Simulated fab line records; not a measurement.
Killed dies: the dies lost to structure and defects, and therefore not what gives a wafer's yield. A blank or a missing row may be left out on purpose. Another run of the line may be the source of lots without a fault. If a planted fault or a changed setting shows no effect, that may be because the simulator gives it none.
fab line records / flow n5_finfet / part 2 of 2: steps 18 to 29 of 29
record: lots: 5 wafers: 15 last_day: 18
route steps=1938 shown BEOL_M5@1120
lots untouched by any fault: they come from a run of this same line in which no faults occurred
start_h: hours from the record's first day to the start of the lot's first wafer shown / wait_h: time in hours since the lot's previous step / " repeats the value in the row above / L1.1+2: a single row standing in for several wafers / - no value, or no start was given / * or withheld: withheld / < > ~ a bound
route shown NAME@n: NAME is a module with steps in the file, n the number in the route of the first one / usual: average and standard deviation across the fault-free wafers / same: alike in all rows / chamber/n: place in a boat / sites: each site's reading / _std_site: the standard deviation of these / _edge_site: inner sites' mean taken away from outer sites' mean / radius_mm: for every site, how far away it sits from the centre of the wafer / mask NAME#n: copy n / behind: the most recent tool/chamber to have shaped the wafer / hold: cause of the lot's hold/its duration in hours/its outcome / device: which transistor (n, p or np) failed to switch / end of line: the tests these same wafers got at the end of their route / a step without rows: its recipe alone / killed: the dies lost at the first sort to structure and to defects; this is not the yield of the wafer / map: per-die view of a wafer (x killed, . not killed, _ where there is no die)
set.NAME: the setting the step ran with; set.NAME@STEP: the setting that earlier step ran with / model.NAME: the simulator's own value behind a step, which no gauge read
a table for each step, a row for each wafer; lots at some steps of the route
services: a tool's chamber out of use, with start hour (start_h, from the record's first day; less than 0 if before it), hours out, and reason
== steps ==
step: N5_BEOL_M5_STRIP_19
recipe: chemistry: O2 power_w: 400 temp_c: 40 pressure_mtorr: 30 rf_frequency_hz: 6e+07 bias_power_w: 0 overash_fraction: 0.2 o2_flow_sccm: 225
usual: chamber_pressure_mTorr: 30.002/0.027 drypump_motor_current_A: 5.6/0.47 oes_product_au: 0.81/0.11 rf_vpp_V: 3.7/0.48 showerhead_plenum_p_Torr: 2.11/0.085 throttle_valve_pct: 16.57/0.21
lot.wafer=L081.1 tool=rie_diel-02 chamber=3 start_h=250.31 wait_h=0.2 chamber_pressure_mTorr=29.987 drypump_motor_current_A=6.0 oes_product_au=0.70 rf_hours_counter_h=214 rf_vpp_V=3.2 showerhead_plenum_p_Torr=1.99 throttle_valve_pct=16.76
lot.wafer=L081.5 tool=rie_diel-02 chamber=1 start_h=250.31 wait_h=0.2 chamber_pressure_mTorr=30.027 drypump_motor_current_A=6.4 oes_product_au=0.75 rf_hours_counter_h=- rf_vpp_V=4.9 showerhead_plenum_p_Torr=2.02 throttle_valve_pct=16.84
lot.wafer=L081.6 tool=rie_diel-02 chamber=2 start_h=250.31 wait_h=0.2 chamber_pressure_mTorr=30.052 drypump_motor_current_A=5.6 oes_product_au=0.72 rf_hours_counter_h=- rf_vpp_V=3.9 showerhead_plenum_p_Torr=2.17 throttle_valve_pct=16.64
lot.wafer=L084.1 tool=rie_diel-02 chamber=2 start_h=292.40 wait_h=0.1 chamber_pressure_mTorr=29.978 drypump_motor_current_A=5.6 oes_product_au=0.71 rf_hours_counter_h=225 rf_vpp_V=3.9 showerhead_plenum_p_Torr=2.17 throttle_valve_pct=16.66
lot.wafer=L084.2 tool=rie_diel-02 chamber=1 start_h=292.40 wait_h=0.1 chamber_pressure_mTorr=30.009 drypump_motor_current_A=6.4 oes_product_au=0.74 rf_hours_counter_h=162 rf_vpp_V=3.7 showerhead_plenum_p_Torr=2.01 throttle_valve_pct=16.85
lot.wafer=L084.4 tool=rie_diel-02 chamber=3 start_h=292.40 wait_h=0.1 chamber_pressure_mTorr=29.998 drypump_motor_current_A=6.0 oes_product_au=0.70 rf_hours_counter_h=228 rf_vpp_V=3.1 showerhead_plenum_p_Torr=1.98 throttle_valve_pct=16.77
lot.wafer=L086.1 tool=rie_diel-05 chamber=0 start_h=300.44 wait_h=0.1 chamber_pressure_mTorr=29.964 drypump_motor_current_A=5.6 oes_product_au=0.90 rf_hours_counter_h=31 rf_vpp_V=4.4 showerhead_plenum_p_Torr=2.07 throttle_valve_pct=16.66
lot.wafer=L086.4 tool=rie_diel-05 chamber=2 start_h=300.44 wait_h=0.1 chamber_pressure_mTorr=29.987 drypump_motor_current_A=5.6 oes_product_au=0.95 rf_hours_counter_h=19 rf_vpp_V=3.5 showerhead_plenum_p_Torr=2.26 throttle_valve_pct=16.51
lot.wafer=L086.6 tool=rie_diel-05 chamber=2 start_h=300.44 wait_h=0.1 chamber_pressure_mTorr=30.000 drypump_motor_current_A=5.6 oes_product_au=0.95 rf_hours_counter_h=- rf_vpp_V=4.1 showerhead_plenum_p_Torr=2.26 throttle_valve_pct=16.52
lot.wafer=L091.1 tool=rie_diel-02 chamber=1 start_h=327.49 wait_h=0.1 chamber_pressure_mTorr=30.065 drypump_motor_current_A=6.5 oes_product_au=0.73 rf_hours_counter_h=171 rf_vpp_V=4.5 showerhead_plenum_p_Torr=2.01 throttle_valve_pct=16.88
lot.wafer=L091.3 tool=rie_diel-02 chamber=2 start_h=327.49 wait_h=0.1 chamber_pressure_mTorr=30.011 drypump_motor_current_A=5.6 oes_product_au=0.70 rf_hours_counter_h=234 rf_vpp_V=4.0 showerhead_plenum_p_Torr=2.17 throttle_valve_pct=16.68
lot.wafer=L091.5 tool=rie_diel-02 chamber=1 start_h=327.49 wait_h=0.1 chamber_pressure_mTorr=29.967 drypump_motor_current_A=6.5 oes_product_au=0.73 rf_hours_counter_h=- rf_vpp_V=3.1 showerhead_plenum_p_Torr=2.01 throttle_valve_pct=16.87
lot.wafer=L093.3 tool=rie_diel-03 chamber=0 start_h=336.97 wait_h=0.2 chamber_pressure_mTorr=29.971 drypump_motor_current_A=5.1 oes_product_au=0.69 rf_hours_counter_h=242 rf_vpp_V=3.8 showerhead_plenum_p_Torr=2.14 throttle_valve_pct=16.75
lot.wafer=L093.4 tool=rie_diel-03 chamber=0 start_h=336.97 wait_h=0.2 chamber_pressure_mTorr=30.035 drypump_motor_current_A=5.1 oes_product_au=0.69 rf_hours_counter_h=- rf_vpp_V=4.6 showerhead_plenum_p_Torr=2.14 throttle_valve_pct=16.75
lot.wafer=L093.5 tool=rie_diel-03 chamber=3 start_h=336.97 wait_h=0.2 chamber_pressure_mTorr=30.042 drypump_motor_current_A=5.2 oes_product_au=0.77 rf_hours_counter_h=- rf_vpp_V=3.9 showerhead_plenum_p_Torr=2.10 throttle_valve_pct=16.44
step: N5_BEOL_M5_CD_MEAS_18
recipe: pitch_nm: 56 target_cd_nm: 28
usual: cd_nm: 27.9/0.34
lot.wafer=L081.1 tool=cd_sem-03 chamber=- start_h=250.38 wait_h=0.0 cd_nm=27.3
lot.wafer=L081.5 tool=cd_sem-03 chamber=- start_h=250.38 wait_h=0.0 cd_nm=27.9
lot.wafer=L081.6 tool=cd_sem-03 chamber=- start_h=250.38 wait_h=0.0 cd_nm=27.7
lot.wafer=L084.1 tool=cd_sem-01 chamber=- start_h=292.47 wait_h=0.0 cd_nm=27.7
lot.wafer=L084.2 tool=cd_sem-01 chamber=- start_h=292.47 wait_h=0.0 cd_nm=27.6
lot.wafer=L084.4 tool=cd_sem-01 chamber=- start_h=292.47 wait_h=0.0 cd_nm=28.1
lot.wafer=L086.1 tool=cd_sem-02 chamber=- start_h=300.51 wait_h=0.0 cd_nm=27.6
lot.wafer=L086.4 tool=cd_sem-02 chamber=- start_h=300.51 wait_h=0.0 cd_nm=28.2
lot.wafer=L086.6 tool=cd_sem-02 chamber=- start_h=300.51 wait_h=0.0 cd_nm=28.4
lot.wafer=L091.1 tool=cd_sem-02 chamber=- start_h=327.56 wait_h=0.0 cd_nm=28.5
lot.wafer=L091.3 tool=cd_sem-02 chamber=- start_h=327.56 wait_h=0.0 cd_nm=27.8
lot.wafer=L091.5 tool=cd_sem-02 chamber=- start_h=327.56 wait_h=0.0 cd_nm=28.6
lot.wafer=L093.3 tool=cd_sem-01 chamber=- start_h=337.05 wait_h=0.1 cd_nm=27.3
lot.wafer=L093.4 tool=cd_sem-01 chamber=- start_h=337.05 wait_h=0.1 cd_nm=27.8
lot.wafer=L093.5 tool=cd_sem-01 chamber=- start_h=337.05 wait_h=0.1 cd_nm=28.1
step: N5_BEOL_M5_COAT_65
recipe: resist: SOC temp_c: 250 time_s: 60 spin_rpm: 1500 resist_thk_nm: 60
usual: exhaust_pa: 45.1/0.94
lot.wafer=L081.1 tool=litho_track-03 chamber=0 start_h=251.25 wait_h=0.9 exhaust_pa=44.7
lot.wafer=L081.5 tool=litho_track-03 chamber=0 start_h=251.25 wait_h=0.9 exhaust_pa=45.1
lot.wafer=L081.6 tool=litho_track-03 chamber=0 start_h=251.25 wait_h=0.9 exhaust_pa=44.5
lot.wafer=L084.1 tool=litho_track-03 chamber=0 start_h=293.30 wait_h=0.8 exhaust_pa=45.2
lot.wafer=L084.2 tool=litho_track-03 chamber=0 start_h=293.30 wait_h=0.8 exhaust_pa=47.0
lot.wafer=L084.4 tool=litho_track-03 chamber=0 start_h=293.30 wait_h=0.8 exhaust_pa=46.5
lot.wafer=L086.1 tool=litho_track-03 chamber=0 start_h=302.53 wait_h=2.0 exhaust_pa=45.1
lot.wafer=L086.4 tool=litho_track-03 chamber=0 start_h=302.53 wait_h=2.0 exhaust_pa=46.0
lot.wafer=L086.6 tool=litho_track-03 chamber=0 start_h=302.53 wait_h=2.0 exhaust_pa=45.2
lot.wafer=L091.1 tool=litho_track-03 chamber=0 start_h=328.77 wait_h=1.2 exhaust_pa=45.5
lot.wafer=L091.3 tool=litho_track-03 chamber=0 start_h=328.77 wait_h=1.2 exhaust_pa=46.5
lot.wafer=L091.5 tool=litho_track-03 chamber=0 start_h=328.77 wait_h=1.2 exhaust_pa=45.6
lot.wafer=L093.3 tool=litho_track-03 chamber=0 start_h=337.61 wait_h=0.6 exhaust_pa=43.3
lot.wafer=L093.4 tool=litho_track-03 chamber=0 start_h=337.61 wait_h=0.6 exhaust_pa=44.4
lot.wafer=L093.5 tool=litho_track-03 chamber=0 start_h=337.61 wait_h=0.6 exhaust_pa=44.4
step: N5_BEOL_M5_COAT_66
recipe: resist: SiARC temp_c: 220 time_s: 60 spin_rpm: 1500 resist_thk_nm: 12
usual: exhaust_pa: 44.9/1
lot.wafer=L081.1 tool=litho_track-03 chamber=0 start_h=- wait_h=- exhaust_pa=46.0
lot.wafer=L081.5 tool=litho_track-03 chamber=0 start_h=- wait_h=- exhaust_pa=45.9
lot.wafer=L081.6 tool=litho_track-03 chamber=0 start_h=- wait_h=- exhaust_pa=44.6
lot.wafer=L084.1 tool=litho_track-03 chamber=0 start_h=- wait_h=- exhaust_pa=45.2
lot.wafer=L084.2 tool=litho_track-03 chamber=0 start_h=- wait_h=- exhaust_pa=45.7
lot.wafer=L084.4 tool=litho_track-03 chamber=0 start_h=- wait_h=- exhaust_pa=45.6
lot.wafer=L086.1 tool=litho_track-03 chamber=0 start_h=- wait_h=- exhaust_pa=45.4
lot.wafer=L086.4 tool=litho_track-03 chamber=0 start_h=- wait_h=- exhaust_pa=45.1
lot.wafer=L086.6 tool=litho_track-03 chamber=0 start_h=- wait_h=- exhaust_pa=46.5
lot.wafer=L091.1 tool=litho_track-03 chamber=0 start_h=- wait_h=- exhaust_pa=44.0
lot.wafer=L091.3 tool=litho_track-03 chamber=0 start_h=- wait_h=- exhaust_pa=43.8
lot.wafer=L091.5 tool=litho_track-03 chamber=0 start_h=- wait_h=- exhaust_pa=45.2
lot.wafer=L093.3 tool=litho_track-03 chamber=0 start_h=- wait_h=- exhaust_pa=45.1
lot.wafer=L093.4 tool=litho_track-03 chamber=0 start_h=- wait_h=- exhaust_pa=45.4
lot.wafer=L093.5 tool=litho_track-03 chamber=0 start_h=- wait_h=- exhaust_pa=46.3
step: N5_BEOL_M5_COAT_74
recipe: resist: underlayer temp_c: 205 time_s: 60 spin_rpm: 1500 resist_thk_nm: 5
usual: exhaust_pa: 44.7/0.93
lot.wafer=L081.1 tool=litho_track-03 chamber=0 start_h=- wait_h=- exhaust_pa=43.6
lot.wafer=L081.5 tool=litho_track-03 chamber=0 start_h=- wait_h=- exhaust_pa=41.8
lot.wafer=L081.6 tool=litho_track-03 chamber=0 start_h=- wait_h=- exhaust_pa=44.1
lot.wafer=L084.1 tool=litho_track-03 chamber=0 start_h=- wait_h=- exhaust_pa=44.4
lot.wafer=L084.2 tool=litho_track-03 chamber=0 start_h=- wait_h=- exhaust_pa=46.3
lot.wafer=L084.4 tool=litho_track-03 chamber=0 start_h=- wait_h=- exhaust_pa=43.7
lot.wafer=L086.1 tool=litho_track-03 chamber=0 start_h=- wait_h=- exhaust_pa=44.4
lot.wafer=L086.4 tool=litho_track-03 chamber=0 start_h=- wait_h=- exhaust_pa=45.1
lot.wafer=L086.6 tool=litho_track-03 chamber=0 start_h=- wait_h=- exhaust_pa=45.0
lot.wafer=L091.1 tool=litho_track-03 chamber=0 start_h=- wait_h=- exhaust_pa=44.9
lot.wafer=L091.3 tool=litho_track-03 chamber=0 start_h=- wait_h=- exhaust_pa=44.2
lot.wafer=L091.5 tool=litho_track-03 chamber=0 start_h=- wait_h=- exhaust_pa=43.9
lot.wafer=L093.3 tool=litho_track-03 chamber=0 start_h=- wait_h=- exhaust_pa=45.8
lot.wafer=L093.4 tool=litho_track-03 chamber=0 start_h=- wait_h=- exhaust_pa=44.0
lot.wafer=L093.5 tool=litho_track-03 chamber=0 start_h=- wait_h=- exhaust_pa=44.2
step: N5_BEOL_M5_COAT_22
recipe: resist: CAR-EUV spin_rpm: 1500 resist_thk_nm: 30
usual: exhaust_pa: 45.1/0.88
lot.wafer=L081.1 tool=litho_track-03 chamber=0 start_h=- wait_h=- exhaust_pa=47.2
lot.wafer=L081.5 tool=litho_track-03 chamber=0 start_h=- wait_h=- exhaust_pa=45.8
lot.wafer=L081.6 tool=litho_track-03 chamber=0 start_h=- wait_h=- exhaust_pa=45.5
lot.wafer=L084.1 tool=litho_track-03 chamber=0 start_h=- wait_h=- exhaust_pa=46.3
lot.wafer=L084.2 tool=litho_track-03 chamber=0 start_h=- wait_h=- exhaust_pa=45.2
lot.wafer=L084.4 tool=litho_track-03 chamber=0 start_h=- wait_h=- exhaust_pa=44.6
lot.wafer=L086.1 tool=litho_track-03 chamber=0 start_h=- wait_h=- exhaust_pa=44.7
lot.wafer=L086.4 tool=litho_track-03 chamber=0 start_h=- wait_h=- exhaust_pa=44.1
lot.wafer=L086.6 tool=litho_track-03 chamber=0 start_h=- wait_h=- exhaust_pa=44.9
lot.wafer=L091.1 tool=litho_track-03 chamber=0 start_h=- wait_h=- exhaust_pa=45.8
lot.wafer=L091.3 tool=litho_track-03 chamber=0 start_h=- wait_h=- exhaust_pa=44.6
lot.wafer=L091.5 tool=litho_track-03 chamber=0 start_h=- wait_h=- exhaust_pa=45.2
lot.wafer=L093.3 tool=litho_track-03 chamber=0 start_h=- wait_h=- exhaust_pa=45.4
lot.wafer=L093.4 tool=litho_track-03 chamber=0 start_h=- wait_h=- exhaust_pa=45.0
lot.wafer=L093.5 tool=litho_track-03 chamber=0 start_h=- wait_h=- exhaust_pa=46.1
step: N5_BEOL_M5_EBR_24
recipe: solvent: PGMEA ebr_width_mm: 1.5
usual: exhaust_pa: 45.0/0.78
lot.wafer=L081.1 tool=litho_track-03 chamber=0 start_h=- wait_h=- exhaust_pa=45.4
lot.wafer=L081.5 tool=litho_track-03 chamber=0 start_h=- wait_h=- exhaust_pa=43.9
lot.wafer=L081.6 tool=litho_track-03 chamber=0 start_h=- wait_h=- exhaust_pa=44.4
lot.wafer=L084.1 tool=litho_track-03 chamber=0 start_h=- wait_h=- exhaust_pa=45.3
lot.wafer=L084.2 tool=litho_track-03 chamber=0 start_h=- wait_h=- exhaust_pa=45.4
lot.wafer=L084.4 tool=litho_track-03 chamber=0 start_h=- wait_h=- exhaust_pa=45.8
lot.wafer=L086.1 tool=litho_track-03 chamber=0 start_h=- wait_h=- exhaust_pa=45.5
lot.wafer=L086.4 tool=litho_track-03 chamber=0 start_h=- wait_h=- exhaust_pa=45.0
lot.wafer=L086.6 tool=litho_track-03 chamber=0 start_h=- wait_h=- exhaust_pa=44.4
lot.wafer=L091.1 tool=litho_track-03 chamber=0 start_h=- wait_h=- exhaust_pa=44.3
lot.wafer=L091.3 tool=litho_track-03 chamber=0 start_h=- wait_h=- exhaust_pa=43.9
lot.wafer=L091.5 tool=litho_track-03 chamber=0 start_h=- wait_h=- exhaust_pa=45.6
lot.wafer=L093.3 tool=litho_track-03 chamber=0 start_h=- wait_h=- exhaust_pa=44.6
lot.wafer=L093.4 tool=litho_track-03 chamber=0 start_h=- wait_h=- exhaust_pa=43.9
lot.wafer=L093.5 tool=litho_track-03 chamber=0 start_h=- wait_h=- exhaust_pa=44.7
step: N5_BEOL_M5_SOFTBAKE_23
recipe: temp_c: 110 time_s: 60 resist: CAR-EUV
usual: exhaust_pa: 44.9/0.88
lot.wafer=L081.1 tool=litho_track-03 chamber=0 start_h=- wait_h=- exhaust_pa=45.3
lot.wafer=L081.5 tool=litho_track-03 chamber=0 start_h=- wait_h=- exhaust_pa=45.0
lot.wafer=L081.6 tool=litho_track-03 chamber=0 start_h=- wait_h=- exhaust_pa=45.7
lot.wafer=L084.1 tool=litho_track-03 chamber=0 start_h=- wait_h=- exhaust_pa=44.7
lot.wafer=L084.2 tool=litho_track-03 chamber=0 start_h=- wait_h=- exhaust_pa=44.3
lot.wafer=L084.4 tool=litho_track-03 chamber=0 start_h=- wait_h=- exhaust_pa=45.1
lot.wafer=L086.1 tool=litho_track-03 chamber=0 start_h=- wait_h=- exhaust_pa=44.8
lot.wafer=L086.4 tool=litho_track-03 chamber=0 start_h=- wait_h=- exhaust_pa=43.5
lot.wafer=L086.6 tool=litho_track-03 chamber=0 start_h=- wait_h=- exhaust_pa=44.0
lot.wafer=L091.1 tool=litho_track-03 chamber=0 start_h=- wait_h=- exhaust_pa=43.9
lot.wafer=L091.3 tool=litho_track-03 chamber=0 start_h=- wait_h=- exhaust_pa=45.5
lot.wafer=L091.5 tool=litho_track-03 chamber=0 start_h=- wait_h=- exhaust_pa=44.9
lot.wafer=L093.3 tool=litho_track-03 chamber=0 start_h=- wait_h=- exhaust_pa=44.5
lot.wafer=L093.4 tool=litho_track-03 chamber=0 start_h=- wait_h=- exhaust_pa=42.8
lot.wafer=L093.5 tool=litho_track-03 chamber=0 start_h=- wait_h=- exhaust_pa=43.4
step: N5_BEOL_M5_EXPOSE_25
recipe: mask_id: V4 na: 0.33 source_shape: quasar sigma_inner: 0.2 sigma_outer: 0.6 polarization: unpolarized defocus_nm: 10 dose_mj: 52.75
lot.wafer=L081.1+5+6 tool=euv_scanner-02 chamber=0 start_h=251.42 wait_h=- mask=V4#0
lot.wafer=L084.1+2+4 tool=euv_scanner-02 chamber=0 start_h=293.43 wait_h=- mask=V4#0
lot.wafer=L086.1+4+6 tool=euv_scanner-02 chamber=0 start_h=302.67 wait_h=- mask=V4#0
lot.wafer=L091.1+3+5 tool=euv_scanner-01 chamber=0 start_h=329.08 wait_h=- mask=V4#0
lot.wafer=L093.3+4+5 tool=euv_scanner-02 chamber=0 start_h=337.89 wait_h=- mask=V4#0
step: N5_BEOL_M5_PEB_26
recipe: peb_temp_c: 100 peb_time_s: 60 resist: CAR-EUV
usual: exhaust_pa: 45.1/0.91
lot.wafer=L081.1 tool=litho_track-02 chamber=0 start_h=251.50 wait_h=0.1 exhaust_pa=46.6
lot.wafer=L081.5 tool=litho_track-02 chamber=0 start_h=251.50 wait_h=0.1 exhaust_pa=45.5
lot.wafer=L081.6 tool=litho_track-02 chamber=0 start_h=251.50 wait_h=0.1 exhaust_pa=45.5
lot.wafer=L084.1 tool=litho_track-02 chamber=0 start_h=293.51 wait_h=0.1 exhaust_pa=44.3
lot.wafer=L084.2 tool=litho_track-02 chamber=0 start_h=293.51 wait_h=0.1 exhaust_pa=43.5
lot.wafer=L084.4 tool=litho_track-02 chamber=0 start_h=293.51 wait_h=0.1 exhaust_pa=43.4
lot.wafer=L086.1 tool=litho_track-03 chamber=0 start_h=302.74 wait_h=0.1 exhaust_pa=44.5
lot.wafer=L086.4 tool=litho_track-03 chamber=0 start_h=302.74 wait_h=0.1 exhaust_pa=45.1
lot.wafer=L086.6 tool=litho_track-03 chamber=0 start_h=302.74 wait_h=0.1 exhaust_pa=44.5
lot.wafer=L091.1 tool=litho_track-02 chamber=0 start_h=329.16 wait_h=0.1 exhaust_pa=44.2
lot.wafer=L091.3 tool=litho_track-02 chamber=0 start_h=329.16 wait_h=0.1 exhaust_pa=46.1
lot.wafer=L091.5 tool=litho_track-02 chamber=0 start_h=329.16 wait_h=0.1 exhaust_pa=46.2
lot.wafer=L093.3 tool=litho_track-02 chamber=0 start_h=337.95 wait_h=0.0 exhaust_pa=45.5
lot.wafer=L093.4 tool=litho_track-02 chamber=0 start_h=337.95 wait_h=0.0 exhaust_pa=44.8
lot.wafer=L093.5 tool=litho_track-02 chamber=0 start_h=337.95 wait_h=0.0 exhaust_pa=45.0
step: N5_BEOL_M5_DEVELOP_27
recipe: develop_time_s: 30 developer: TMAH resist: CAR-EUV rinse_liquid: surfactant_rinse dry: air_spin dev_temp_c: 23
usual: exhaust_pa: 45.0/0.93
lot.wafer=L081.1 tool=litho_track-02 chamber=0 start_h=- wait_h=- exhaust_pa=45.5
lot.wafer=L081.5 tool=litho_track-02 chamber=0 start_h=- wait_h=- exhaust_pa=44.6
lot.wafer=L081.6 tool=litho_track-02 chamber=0 start_h=- wait_h=- exhaust_pa=44.7
lot.wafer=L084.1 tool=litho_track-02 chamber=0 start_h=- wait_h=- exhaust_pa=44.5
lot.wafer=L084.2 tool=litho_track-02 chamber=0 start_h=- wait_h=- exhaust_pa=45.0
lot.wafer=L084.4 tool=litho_track-02 chamber=0 start_h=- wait_h=- exhaust_pa=45.3
lot.wafer=L086.1 tool=litho_track-03 chamber=0 start_h=- wait_h=- exhaust_pa=45.2
lot.wafer=L086.4 tool=litho_track-03 chamber=0 start_h=- wait_h=- exhaust_pa=44.7
lot.wafer=L086.6 tool=litho_track-03 chamber=0 start_h=- wait_h=- exhaust_pa=45.0
lot.wafer=L091.1 tool=litho_track-02 chamber=0 start_h=- wait_h=- exhaust_pa=45.2
lot.wafer=L091.3 tool=litho_track-02 chamber=0 start_h=- wait_h=- exhaust_pa=44.9
lot.wafer=L091.5 tool=litho_track-02 chamber=0 start_h=- wait_h=- exhaust_pa=45.1
lot.wafer=L093.3 tool=litho_track-02 chamber=0 start_h=- wait_h=- exhaust_pa=44.6
lot.wafer=L093.4 tool=litho_track-02 chamber=0 start_h=- wait_h=- exhaust_pa=45.1
lot.wafer=L093.5 tool=litho_track-02 chamber=0 start_h=- wait_h=- exhaust_pa=43.1
step: N5_BEOL_M5_CD_MEAS_28
recipe: target_cd_nm: 30.6 landing_energy_ev: 500 detector: se_inlens target_cd_y_nm: 20 polarity: opening
usual: cd_nm: 30.50/0.27
lot.wafer=L081.1 tool=cd_sem-03 chamber=0 start_h=251.56 wait_h=- cd_nm=30.60
lot.wafer=L081.5 tool=cd_sem-03 chamber=0 start_h=251.56 wait_h=- cd_nm=30.31
lot.wafer=L081.6 tool=cd_sem-03 chamber=0 start_h=251.56 wait_h=- cd_nm=30.04
lot.wafer=L084.1 tool=cd_sem-02 chamber=0 start_h=293.57 wait_h=- cd_nm=30.50
lot.wafer=L084.2 tool=cd_sem-02 chamber=0 start_h=293.57 wait_h=- cd_nm=30.26
lot.wafer=L084.4 tool=cd_sem-02 chamber=0 start_h=293.57 wait_h=- cd_nm=30.57
lot.wafer=L086.1 tool=cd_sem-01 chamber=0 start_h=302.81 wait_h=- cd_nm=30.74
lot.wafer=L086.4 tool=cd_sem-01 chamber=0 start_h=302.81 wait_h=- cd_nm=30.81
lot.wafer=L086.6 tool=cd_sem-01 chamber=0 start_h=302.81 wait_h=- cd_nm=30.69
lot.wafer=L091.1 tool=cd_sem-02 chamber=0 start_h=329.22 wait_h=- cd_nm=30.87
lot.wafer=L091.3 tool=cd_sem-02 chamber=0 start_h=329.22 wait_h=- cd_nm=30.33
lot.wafer=L091.5 tool=cd_sem-02 chamber=0 start_h=329.22 wait_h=- cd_nm=30.47
lot.wafer=L093.3 tool=cd_sem-02 chamber=0 start_h=338.01 wait_h=- cd_nm=30.76
lot.wafer=L093.4 tool=cd_sem-02 chamber=0 start_h=338.01 wait_h=- cd_nm=30.63
lot.wafer=L093.5 tool=cd_sem-02 chamber=0 start_h=338.01 wait_h=- cd_nm=30.58
== services ==
tool=rie_diel-03 chamber=2 start_h=225.93 hours=- kind=clean
tool=rie_diel-03 chamber=2 start_h=225.93 hours=- kind=consumable_replace:focus_ring
tool=rie_diel-03 chamber=2 start_h=225.93 hours=25.0 kind=scheduled_down
tool=rie_diel-02 chamber=1 start_h=229.90 hours=7.5 kind=repair
tool=euv_scanner-01 chamber=- start_h=232.44 hours=1.0 kind=pm
tool=rie_diel-02 chamber=0 start_h=237.40 hours=- kind=clean
tool=rie_diel-02 chamber=0 start_h=237.40 hours=- kind=consumable_replace:focus_ring
tool=rie_diel-02 chamber=0 start_h=237.40 hours=18.5 kind=scheduled_down
tool=rie_diel-02 chamber=0 start_h=237.40 hours=18.5 kind=vent_cycle
tool=euv_scanner-02 chamber=- start_h=247.77 hours=3.2 kind=repair
tool=euv_scanner-02 chamber=- start_h=254.43 hours=1.0 kind=pm
tool=rie_metal-02 chamber=- start_h=259.01 hours=1.1 kind=repair
tool=rie_metal-02 chamber=1 start_h=266.96 hours=4.9 kind=repair
tool=rie_diel-05 chamber=1 start_h=270.40 hours=3.0 kind=repair
tool=rie_metal-03 chamber=1 start_h=272.82 hours=4.8 kind=repair
tool=rie_diel-02 chamber=0 start_h=274.42 hours=7.1 kind=repair
tool=rie_metal-02 chamber=0 start_h=284.47 hours=3.0 kind=repair
tool=euv_scanner-01 chamber=- start_h=288.59 hours=1.0 kind=pm
tool=rie_metal-02 chamber=1 start_h=307.00 hours=6.2 kind=repair
tool=euv_scanner-02 chamber=- start_h=310.58 hours=1.0 kind=pm
tool=rie_diel-05 chamber=1 start_h=330.57 hours=3.3 kind=repair
tool=rie_diel-03 chamber=2 start_h=333.39 hours=19.1 kind=repair
tool=rie_diel-05 chamber=- start_h=333.75 hours=0.4 kind=repair
tool=euv_scanner-01 chamber=- start_h=334.51 hours=0.3 kind=repair
